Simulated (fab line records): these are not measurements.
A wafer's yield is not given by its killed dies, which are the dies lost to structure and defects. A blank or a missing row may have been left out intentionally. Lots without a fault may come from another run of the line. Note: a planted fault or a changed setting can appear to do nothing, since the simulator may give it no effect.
fab line records | flow n5_finfet | part 1 of 2: steps 1 to 17 of 25
record: lots: 5 wafers: 15 last_day: 16
route steps=1938 shown FIN_CUT@166 STI_FIN_REVEAL@183
lots that met no fault: taken from a fault-free run of the same line
start_h: the number of hours between the record's first day and the start of the first shown wafer of the lot | wait_h: time in hours since the lot's previous step | " as in the row above | L1.1+2: several wafers, shown together as one row | - value missing, or start not given | * or withheld: withheld | < > ~ a bound
route shown NAME@n: a module of which the file shows steps, and the number in the route of the first | usual: the fault-free wafers' mean and standard deviation | same: alike in all rows | chamber/n: place in a boat | sites: per-site readings | _std_site: standard deviation across them | _edge_site: mean of outer sites minus mean of inner sites | radius_mm: how far each site lies from the wafer's centre | mask NAME#n: copy n | behind: the tool/chamber that last shaped the wafer | hold: the reason the lot was held/the length of the hold in hours/how it ended | device: whichever transistor did not switch (one of n, p or np) | end of line: tests run on the same wafers once the route is complete | a step without rows: its recipe alone | killed: dies lost to structure and defects at the first sort, not the wafer's yield | map: a wafer's dies, x killed, . not, _ none there
set.NAME: the run value of the setting; set.NAME@STEP: its run value at that earlier step | model.NAME: the simulator's own value behind a step, which no gauge read
lots seen at some steps along the route; tables by step, rows by wafer
services: when a tool's chamber went out of use (start_h, in hours from the record's first day, below 0 if earlier), for how many hours, and the reason
== steps ==
step: N5_FIN_CUT_DESCUM_13
recipe: chemistry: O2 time_s: 7 source_power_w: 50 bias_power_w: 20 pressure_mtorr: 20 rf_frequency_hz: 2.712e+07 temp_c: 40 resist: CAR-EUV o2_flow_sccm: 225
usual: drypump_motor_current_A: 5.9/0.5 oes_product_au: 0.78/0.085 rf_vpp_V: 243.1/1.4 showerhead_plenum_p_Torr: 2.10/0.08 throttle_valve_pct: 20.5/0.33
columns lot.wafer tool chamber start_h wait_h drypump_motor_current_A oes_product_au rf_hours_counter_h rf_vpp_V showerhead_plenum_p_Torr throttle_valve_pct
L080.2 rie_diel-02 1 65.54 0.0 6.3 0.76 158 244.1 2.07 20.2
L080.4 " 3 " " 5.5 0.95 10 244.2 2.26 20.3
L080.5 " 3 " " 5.5 0.95 - 243.3 2.26 20.4
L082.1 rie_diel-01 2 76.73 0.0 5.7 0.73 206 243.5 2.10 21.0
L082.2 " 1 " " 6.6 0.71 195 241.7 1.98 20.0
L082.5 " 2 " " 5.7 0.74 - 242.6 2.10 21.0
L084.1 rie_diel-02 0 86.80 0.0 5.2 0.92 8 241.4 2.08 20.5
L084.5 " 3 " " 5.5 0.92 - 245.9 2.26 20.4
L084.6 " 0 " " 5.2 0.92 - 243.3 2.08 20.5
L088.1 rie_diel-01 0 112.36 0.0 5.5 0.94 8 243.6 2.12 20.0
L088.3 " 1 " " 6.6 0.70 205 242.5 1.98 20.0
L088.6 " 0 " " 5.6 0.95 - 243.2 2.12 20.0
L093.2 rie_diel-02 3 141.12 0.2 5.5 0.89 35 245.5 2.25 20.4
L093.3 " 0 " " 5.3 0.88 25 241.6 2.07 20.6
L093.5 " 3 " " 5.5 0.90 - 245.0 2.25 20.4
step: N5_FIN_CUT_ETCH_30
recipe: chemistry: N2/H2 target: underlayer target_depth_a: 130 mask_material: CAR-EUV time_s: 10.4 ion_energy_ev: 200 pressure_mtorr: 30 source_w: 840 bias_w: 150 n2_flow_sccm: 200 h2_flow_sccm: 200 ends: cleared
usual: drypump_motor_current_A: 5.9/0.51 etch_rf_on_time_s: 10.31/0.23 oes_product_au: 0.67/0.066 rf_vpp_V: 523.9/2.7 showerhead_plenum_p_Torr: 2.54/0.092 throttle_valve_pct: 17.85/0.3
columns lot.wafer tool chamber start_h wait_h drypump_motor_current_A etch_rf_on_time_s oes_product_au rf_hours_counter_h rf_vpp_V showerhead_plenum_p_Torr throttle_valve_pct
L080.2 rie_diel-02 1 65.57 0.0 6.2 10.28 0.65 158 525.1 2.55 17.83
L080.4 " 3 " " 5.5 10.44 0.81 10 528.0 2.68 17.37
L080.5 " 3 " " 5.5 10.43 0.82 - 529.0 2.68 17.40
L082.1 rie_diel-01 2 76.76 0.0 5.7 9.94 0.64 206 524.7 2.50 18.15
L082.2 " 1 " " 6.6 10.25 0.61 195 519.9 2.41 17.51
L082.5 " 2 " " 5.7 10.01 0.64 - 525.3 2.50 18.15
L084.1 rie_diel-02 0 86.83 0.0 5.3 10.82 0.76 8 522.6 2.50 17.68
L084.5 " 3 " " 5.5 10.45 0.80 - 526.7 2.67 17.40
L084.6 " 0 " " 5.3 10.87 0.76 - 521.2 2.50 17.68
L088.1 rie_diel-01 0 112.39 0.0 5.5 10.45 0.80 8 525.5 2.59 17.41
L088.3 " 1 " " 6.6 10.22 0.61 205 519.5 2.41 17.54
L088.6 " 0 " " 5.6 10.46 0.80 - 525.4 2.59 17.43
L093.2 rie_diel-02 3 141.16 0.0 5.5 10.59 0.77 35 528.5 2.67 17.43
L093.3 " 0 " " 5.3 10.78 0.73 25 522.7 2.49 17.72
L093.5 " 3 " " 5.5 10.56 0.76 - 528.5 2.67 17.45
step: N5_FIN_CUT_ETCH_20
recipe: chemistry: CF4 target: SiARC target_depth_a: 260 mask_material: CAR-EUV time_s: 43.3 ion_energy_ev: 80 pressure_mtorr: 40 source_w: 545 bias_w: 36 Ar_flow_sccm: 100 cf4_flow_sccm: 100 ends: cleared
usual: drypump_motor_current_A: 5.9/0.5 etch_rf_on_time_s: 43.0/1.1 oes_product_au: 0.67/0.065 rf_vpp_V: 184.0/1.3 showerhead_plenum_p_Torr: 2.14/0.07 throttle_valve_pct: 15.63/0.26
columns lot.wafer tool chamber start_h wait_h drypump_motor_current_A etch_rf_on_time_s oes_product_au rf_hours_counter_h rf_vpp_V showerhead_plenum_p_Torr throttle_valve_pct
L080.2 rie_diel-02 1 65.59 0.0 6.2 43.1 0.65 158 184.1 2.14 15.49
L080.4 " 3 " " 5.5 43.8 0.81 10 186.4 2.27 15.20
L080.5 " 3 " " 5.5 43.8 0.81 - 185.8 2.27 15.20
L082.1 rie_diel-01 2 76.78 0.0 5.7 41.9 0.64 206 184.0 2.12 16.04
L082.2 " 1 " " 6.6 41.6 0.62 195 183.1 2.06 15.43
L082.5 " 2 " " 5.7 41.9 0.63 - 183.1 2.12 16.03
L084.1 rie_diel-02 0 86.85 0.0 5.3 46.3 0.76 8 183.5 2.12 15.46
L084.5 " 3 " " 5.6 44.3 0.78 - 186.0 2.26 15.21
L084.6 " 0 " " 5.3 45.8 0.75 - 183.9 2.12 15.44
L088.1 rie_diel-01 0 112.41 0.0 5.5 43.6 0.80 8 185.0 2.18 15.28
L088.3 " 1 " " 6.6 42.1 0.61 205 183.5 2.06 15.44
L088.6 " 0 " " 5.6 43.3 0.80 - 184.7 2.18 15.29
L093.2 rie_diel-02 3 141.18 0.0 5.5 44.9 0.76 35 186.1 2.26 15.24
L093.3 " 0 " " 5.2 45.7 0.73 25 183.1 2.11 15.49
L093.5 " 3 " " 5.5 44.2 0.76 - 186.4 2.26 15.25
step: N5_FIN_CUT_ETCH_21
recipe: chemistry: N2/H2 target: SOC target_depth_a: 2190 overetch_a: 438 mask_material: SiARC temp_c: 40 ion_energy_ev: 100 bias_w: 61 time_s: 523.5 pressure_mtorr: 30 source_w: 850 n2_flow_sccm: 200 h2_flow_sccm: 200
usual: drypump_motor_current_A: 5.9/0.51 oes_product_au: 0.72/0.075 rf_vpp_V: 240.6/1.6 showerhead_plenum_p_Torr: 2.54/0.092 throttle_valve_pct: 17.80/0.29
columns lot.wafer tool chamber start_h wait_h drypump_motor_current_A oes_product_au rf_hours_counter_h rf_vpp_V showerhead_plenum_p_Torr throttle_valve_pct
L080.2 rie_diel-02 1 65.63 0.0 6.3 0.69 158 241.9 2.55 17.79
L080.4 " 3 " " 5.5 0.87 10 243.5 2.68 17.33
L080.5 " 3 " " 5.5 0.88 - 244.2 2.68 17.36
L082.1 rie_diel-01 2 76.82 0.0 5.7 0.68 206 240.4 2.50 18.09
L082.2 " 1 " " 6.6 0.66 195 238.8 2.41 17.45
L082.5 " 2 " " 5.7 0.67 - 239.6 2.50 18.10
L084.1 rie_diel-02 0 86.89 0.0 5.3 0.84 8 239.7 2.50 17.65
L084.5 " 3 " " 5.5 0.85 - 242.8 2.67 17.36
L084.6 " 0 " " 5.3 0.84 - 240.8 2.50 17.65
L088.1 rie_diel-01 0 112.45 0.0 5.5 0.86 8 241.9 2.59 17.36
L088.3 " 1 " " 6.6 0.66 205 239.2 2.41 17.48
L088.6 " 0 " " 5.5 0.86 - 240.8 2.59 17.37
L093.2 rie_diel-02 3 141.21 0.0 5.5 0.82 35 242.5 2.67 17.40
L093.3 " 0 " " 5.3 0.80 25 240.0 2.49 17.68
L093.5 " 3 " " 5.5 0.82 - 242.8 2.67 17.39
step: N5_FIN_CUT_STRIP_23
recipe: chemistry: N2/H2 temp_c: 40 n2_flow_sccm: 200 h2_flow_sccm: 200 rf_frequency_hz: 6e+07
columns lot.wafer tool chamber start_h wait_h
L080.2+4+5 rie_diel-02 1,3,3 65.94 0.2
L082.1+2+5 rie_diel-01 2,1,2 77.12 0.2
L084.1+5+6 rie_diel-02 0,3,0 87.19 0.2
L088.1+3+6 rie_diel-01 0,1,0 112.75 0.2
L093.2+3+5 rie_diel-02 3,0,3 141.52 0.2
step: N5_FIN_CUT_STRIP_31
recipe: chemistry: N2/H2 temp_c: 40 n2_flow_sccm: 200 h2_flow_sccm: 200 rf_frequency_hz: 6e+07
columns lot.wafer tool chamber start_h wait_h
L080.2+4+5 rie_diel-02 1,3,3 65.95 0.0
L082.1+2+5 rie_diel-01 2,1,2 77.13 0.0
L084.1+5+6 rie_diel-02 0,3,0 87.20 0.0
L088.1+3+6 rie_diel-01 0,1,0 112.76 0.0
L093.2+3+5 rie_diel-02 3,0,3 141.53 0.0
step: N5_FIN_CUT_STRIP_24
recipe: chemistry: CF4 resist: SiARC power_w: 300 bias_power_w: 75 pressure_mtorr: 50 cf4_flow_sccm: 150 rf_frequency_hz: 6e+07
usual: drypump_motor_current_A: 5.9/0.51 oes_product_au: 0.77/0.081 rf_vpp_V: 271.0/1.6 showerhead_plenum_p_Torr: 1.79/0.05 throttle_valve_pct: 13.61/0.27
columns lot.wafer tool chamber start_h wait_h drypump_motor_current_A oes_product_au rf_hours_counter_h rf_vpp_V showerhead_plenum_p_Torr throttle_valve_pct
L080.2 rie_diel-02 1 65.96 0.0 6.2 0.75 158 270.9 1.77 13.43
L080.4 " 3 " " 5.5 0.94 10 273.7 1.87 13.06
L080.5 " 3 " " 5.5 0.94 - 273.8 1.87 13.07
L082.1 rie_diel-01 2 77.14 0.0 5.7 0.72 207 270.1 1.78 14.02
L082.2 " 1 " " 6.6 0.71 195 268.6 1.73 13.45
L082.5 " 2 " " 5.7 0.72 - 270.9 1.78 14.03
L084.1 rie_diel-02 0 87.21 0.0 5.3 0.91 9 270.8 1.78 13.40
L084.5 " 3 " " 5.5 0.92 - 274.4 1.87 13.08
L084.6 " 0 " " 5.3 0.90 - 269.5 1.78 13.39
L088.1 rie_diel-01 0 112.77 0.0 5.5 0.92 9 272.6 1.83 13.25
L088.3 " 1 " " 6.6 0.70 205 269.7 1.73 13.48
L088.6 " 0 " " 5.5 0.92 - 272.0 1.83 13.24
L093.2 rie_diel-02 3 141.54 0.0 5.5 0.90 35 271.8 1.87 13.13
L093.3 " 0 " " 5.3 0.86 25 270.2 1.78 13.42
L093.5 " 3 " " 5.5 0.89 - 273.7 1.87 13.11
step: N5_FIN_CUT_CUT_ETCH_26
recipe: chemistry: CH3F/O2 target: SiNx target_depth_a: 390 mask_material: SOC time_s: 55.7 pressure_mtorr: 30 source_w: 395 bias_w: 73 Ar_flow_sccm: 150 CH3F_flow_sccm: 30 O2_flow_sccm: 20 ion_energy_ev: 120
usual: drypump_motor_current_A: 5.9/0.51 oes_product_au: 0.78/0.077 rf_vpp_V: 298/13 showerhead_plenum_p_Torr: 2.00/0.078 throttle_valve_pct: 16.40/0.27
columns lot.wafer tool chamber start_h wait_h drypump_motor_current_A oes_product_au rf_hours_counter_h rf_vpp_V showerhead_plenum_p_Torr throttle_valve_pct
L080.2 rie_diel-02 1 65.98 0.0 6.2 0.76 158 296 2.01 16.33
L080.4 " 3 " " 5.5 0.94 10 289 2.15 16.08
L080.5 " 3 " " 5.5 0.94 - 288 2.15 16.10
L082.1 rie_diel-01 2 77.16 0.0 5.7 0.75 207 315 1.98 16.80
L082.2 " 1 " " 6.6 0.71 196 277 1.91 16.08
L082.5 " 2 " " 5.7 0.75 - 314 1.98 16.77
L084.1 rie_diel-02 0 87.23 0.0 5.3 0.90 9 301 1.97 16.18
L084.5 " 3 " " 5.5 0.92 - 289 2.14 16.11
L084.6 " 0 " " 5.2 0.91 - 301 1.97 16.17
L088.1 rie_diel-01 0 112.79 0.0 5.5 0.93 9 298 2.04 16.04
L088.3 " 1 " " 6.6 0.71 205 278 1.91 16.11
L088.6 " 0 " " 5.5 0.93 - 298 2.04 16.03
L093.2 rie_diel-02 3 141.56 0.0 5.5 0.88 35 289 2.14 16.14
L093.3 " 0 " " 5.2 0.86 25 302 1.96 16.21
L093.5 " 3 " " 5.5 0.88 - 287 2.14 16.14
step: N5_FIN_CUT_CUT_ETCH_27
recipe: chemistry: CHF3/O2 target: SiO2 target_depth_a: 40 mask_material: SOC overetch_a: 20 time_s: 4.9 pressure_mtorr: 30 source_w: 650 bias_w: 170 Ar_flow_sccm: 200 CHF3_flow_sccm: 50 O2_flow_sccm: 5 ion_energy_ev: 200
usual: drypump_motor_current_A: 5.9/0.51 oes_product_au: 0.62/0.065 rf_vpp_V: 526/24 showerhead_plenum_p_Torr: 2.41/0.092 throttle_valve_pct: 18.86/0.27
columns lot.wafer tool chamber start_h wait_h drypump_motor_current_A oes_product_au rf_hours_counter_h rf_vpp_V showerhead_plenum_p_Torr throttle_valve_pct
L080.2 rie_diel-02 1 66.02 0.0 6.2 0.60 158 521 2.43 18.79
L080.4 " 3 " " 5.5 0.75 10 507 2.58 18.62
L080.5 " 3 " " 5.6 0.75 - 509 2.58 18.62
L082.1 rie_diel-01 2 77.21 0.0 5.7 0.58 207 552 2.38 19.17
L082.2 " 1 " " 6.6 0.56 196 490 2.30 18.52
L082.5 " 2 " " 5.7 0.58 - 554 2.38 19.17
L084.1 rie_diel-02 0 87.28 0.0 5.2 0.73 9 531 2.36 18.65
L084.5 " 3 " " 5.5 0.73 - 507 2.58 18.62
L084.6 " 0 " " 5.2 0.72 - 532 2.36 18.63
L088.1 rie_diel-01 0 112.84 0.0 5.6 0.74 9 527 2.46 18.51
L088.3 " 1 " " 6.6 0.56 205 490 2.30 18.55
L088.6 " 0 " " 5.6 0.73 - 528 2.46 18.50
L093.2 rie_diel-02 3 141.60 0.0 5.5 0.71 35 509 2.57 18.67
L093.3 " 0 " " 5.2 0.68 25 532 2.36 18.65
L093.5 " 3 " " 5.5 0.72 - 508 2.57 18.65
step: N5_FIN_CUT_PRECLEAN_35
recipe: time_s: 13.3 temp_c: 45 pressure_torr: 125 p_hf_torr: 3 p_coreactant_torr: 25 chemistry: vHF
usual: drypump_motor_current_A: 5.9/0.45
columns lot.wafer tool chamber start_h wait_h drypump_motor_current_A
L080.2 vapor_etch-01 0 66.25 0.2 5.4
L080.4 " 1 " " 6.1
L080.5 " 0 " " 5.5
L082.1 vapor_etch-01 1 77.28 0.0 6.1
L082.2 " 0 " " 5.4
L082.5 " 0 " " 5.4
L084.1 vapor_etch-01 1 87.34 0.0 6.1
L084.5 " 1 " " 6.1
L084.6 " 0 " " 5.5
L088.1 vapor_etch-01 1 112.91 0.0 6.1
L088.3 " 0 " " 5.4
L088.6 " 0 " " 5.5
L093.2 vapor_etch-02 1 141.67 0.0 6.4
L093.3 " 0 " " 5.4
L093.5 " 1 " " 6.4
step: N5_FIN_CUT_CUT_ETCH_15
recipe: chemistry: HBr/Cl2/O2 target: Si target_depth_a: 1000 bt_time_s: 10 mask_material: SOC time_s: 42.4 ion_energy_ev: * bias_w: * pressure_mtorr: 10 icp_w: 800 HBr_flow_sccm: 150 Cl2_flow_sccm: 80 O2_flow_sccm: 12
usual: drypump_motor_current_A: 5.7/0.39 oes_product_au: 1.001/0.016 throttle_valve_pct: 37.0/0.46
columns lot.wafer tool chamber start_h wait_h drypump_motor_current_A oes_product_au rf_hours_counter_h throttle_valve_pct
L080.2 rie_si-03 2 66.33 0.1 5.4 0.980 116 37.2
L080.4 " 0 " " 5.2 0.991 49 36.9
L080.5 " 0 " " 5.2 0.998 - 36.9
L082.1 rie_si-02 1 77.36 0.1 6.2 1.017 140 37.9
L082.2 " 0 " " 6.3 0.978 131 37.2
L082.5 " 1 " " 6.2 1.019 - 37.9
L084.1 rie_si-03 2 87.43 0.1 5.4 0.976 116 37.2
L084.5 " 1 " " 5.7 0.990 - 37.1
L084.6 " 0 " " 5.2 0.994 - 36.9
L088.1 rie_si-03 3 112.99 0.1 5.4 1.019 8 36.4
L088.3 " 0 " " 5.2 0.997 49 36.9
L088.6 " 3 " " 5.4 1.013 - 36.4
L093.2 rie_si-05 2 141.75 0.1 6.2 1.025 51 36.6
L093.3 " 0 " " 6.5 0.994 164 36.2
L093.5 " 2 " " 6.2 1.017 - 36.7
step: N5_FIN_CUT_CUT_ETCH_28
recipe: chemistry: HBr/Cl2/O2 target: Si target_depth_a: 60 mask_material: SOC time_s: 2.4 ion_energy_ev: * bias_w: * pressure_mtorr: 10 icp_w: 800 HBr_flow_sccm: 150 Cl2_flow_sccm: 80 O2_flow_sccm: 12
usual: drypump_motor_current_A: 5.7/0.39 oes_product_au: 1.000/0.016 throttle_valve_pct: 37.0/0.46
columns lot.wafer tool chamber start_h wait_h drypump_motor_current_A oes_product_au rf_hours_counter_h throttle_valve_pct
L080.2 rie_si-03 2 66.39 0.0 5.4 0.977 116 37.2
L080.4 " 0 " " 5.2 0.991 49 36.9
L080.5 " 0 " " 5.2 0.992 - 36.9
L082.1 rie_si-02 1 77.41 0.0 6.2 1.008 140 37.9
L082.2 " 0 " " 6.3 0.977 131 37.1
L082.5 " 1 " " 6.2 1.011 - 37.9
L084.1 rie_si-03 2 87.48 0.0 5.4 0.974 116 37.2
L084.5 " 1 " " 5.7 1.001 - 37.1
L084.6 " 0 " " 5.2 1.004 - 36.9
L088.1 rie_si-03 3 113.04 0.0 5.4 1.016 8 36.4
L088.3 " 0 " " 5.2 0.996 49 36.9
L088.6 " 3 " " 5.4 1.018 - 36.4
L093.2 rie_si-05 2 141.81 0.0 6.2 1.020 51 36.6
L093.3 " 0 " " 6.5 0.989 164 36.2
L093.5 " 2 " " 6.2 1.020 - 36.6
step: N5_FIN_CUT_STRIP_22
recipe: chemistry: N2/H2 power_w: 500 temp_c: 40 pressure_mtorr: 50 rf_frequency_hz: 6e+07 overash_fraction: 0.3 bias_power_w: 8 h2_frac: 0.5 n2_flow_sccm: 300 h2_flow_sccm: 300
usual: drypump_motor_current_A: 5.8/0.49 oes_product_au: 0.78/0.077 rf_vpp_V: 54.4/2.1 showerhead_plenum_p_Torr: 3.36/0.12 throttle_valve_pct: 19.0/0.34
columns lot.wafer tool chamber start_h wait_h drypump_motor_current_A oes_product_au rf_hours_counter_h rf_vpp_V showerhead_plenum_p_Torr throttle_valve_pct
L080.2 rie_diel-02 3 66.45 0.0 5.5 0.94 10 55.1 3.53 18.5
L080.4 " 1 " " 6.2 0.77 158 54.7 3.36 19.1
L080.5 " 0 " " 5.3 0.96 - 56.4 3.30 18.8
L082.1 rie_diel-03 3 77.54 0.1 5.1 0.75 168 50.8 3.36 19.1
L082.2 " 2 " " 5.3 0.71 197 53.5 3.44 18.7
L082.5 " 2 " " 5.3 0.71 - 55.5 3.44 18.7
L084.1 rie_diel-02 3 87.55 0.0 5.5 0.93 17 52.6 3.53 18.6
L084.5 " 1 " " 6.2 0.74 - 55.0 3.36 19.2
L084.6 " 2 " " 5.6 0.74 - 55.0 3.20 18.9
L088.1 rie_diel-03 2 113.11 0.0 5.3 0.72 209 56.2 3.43 18.7
L088.3 " 1 " " 5.7 0.76 162 55.6 3.24 19.4
L088.6 " 2 " " 5.3 0.73 - 51.8 3.43 18.8
L093.2 rie_diel-02 2 141.87 0.0 5.6 0.73 208 55.1 3.19 18.9
L093.3 " 0 " " 5.3 0.90 25 53.3 3.29 18.8
L093.5 " 2 " " 5.6 0.72 - 51.0 3.19 18.9
step: N5_FIN_CUT_PRECLEAN_36
recipe: chemistry: O3/DIW time_s: 60 temp_c: 22 o3_ppm: 10
columns lot.wafer tool chamber start_h wait_h
L080.2+4+5 wet_bench-02 3,4,1 66.52 -
L082.1+2+5 wet_bench-04 0,5,3 77.61 -
L084.1+5+6 wet_bench-03 3,0,7 87.61 -
L088.1+3+6 wet_bench-02 1,4,3 113.18 -
L093.2+3+5 wet_bench-04 5,4,3 141.94 -
step: N5_FIN_CUT_SRD_32
recipe: dry: ipa_marangoni time_s: 30 temp_c: 23 rinse_liquid: diw
columns lot.wafer tool chamber start_h wait_h
L080.2+4+5 wet_bench-02 3,4,1 66.54 0.0
L082.1+2+5 wet_bench-04 0,5,3 77.63 0.0
L084.1+5+6 wet_bench-03 3,0,7 87.63 0.0
L088.1+3+6 wet_bench-02 1,4,3 113.20 0.0
L093.2+3+5 wet_bench-04 5,4,3 141.96 0.0
step: N5_FIN_CUT_UV_OZONE_34
recipe: time_s: 120 pressure_torr: 760 temp_c: 25
columns lot.wafer tool chamber start_h wait_h
L080.2+4+5 wet_bench-02 3,4,1 66.56 0.0
L082.1+2+5 wet_bench-04 0,5,3 77.64 0.0
L084.1+5+6 wet_bench-03 3,0,7 87.65 0.0
L088.1+3+6 wet_bench-02 1,4,3 113.21 0.0
L093.2+3+5 wet_bench-04 5,4,3 141.98 0.0
step: N5_FIN_CUT_INSPECT_17
recipe: inspect_instrument: brightfield mode: aei
usual: raw_defect_count: 241/70
columns lot.wafer tool chamber start_h wait_h raw_defect_count
L080.2 defect_inspect-02 - 66.62 0.0 293
L080.4 " - " " 248
L080.5 " - " " 291
L082.1 defect_inspect-02 - 77.71 0.0 285
L082.2 " - " " 316
L082.5 " - " " 240
L084.1 defect_inspect-01 - 87.71 0.0 310
L084.5 " - " " 238
L084.6 " - " " 203
L088.1 defect_inspect-02 - 113.27 0.0 208
L088.3 " - " " 166
L088.6 " - " " 172
L093.2 defect_inspect-01 - 142.03 0.0 197
L093.3 " - " " 211
L093.5 " - " " 244
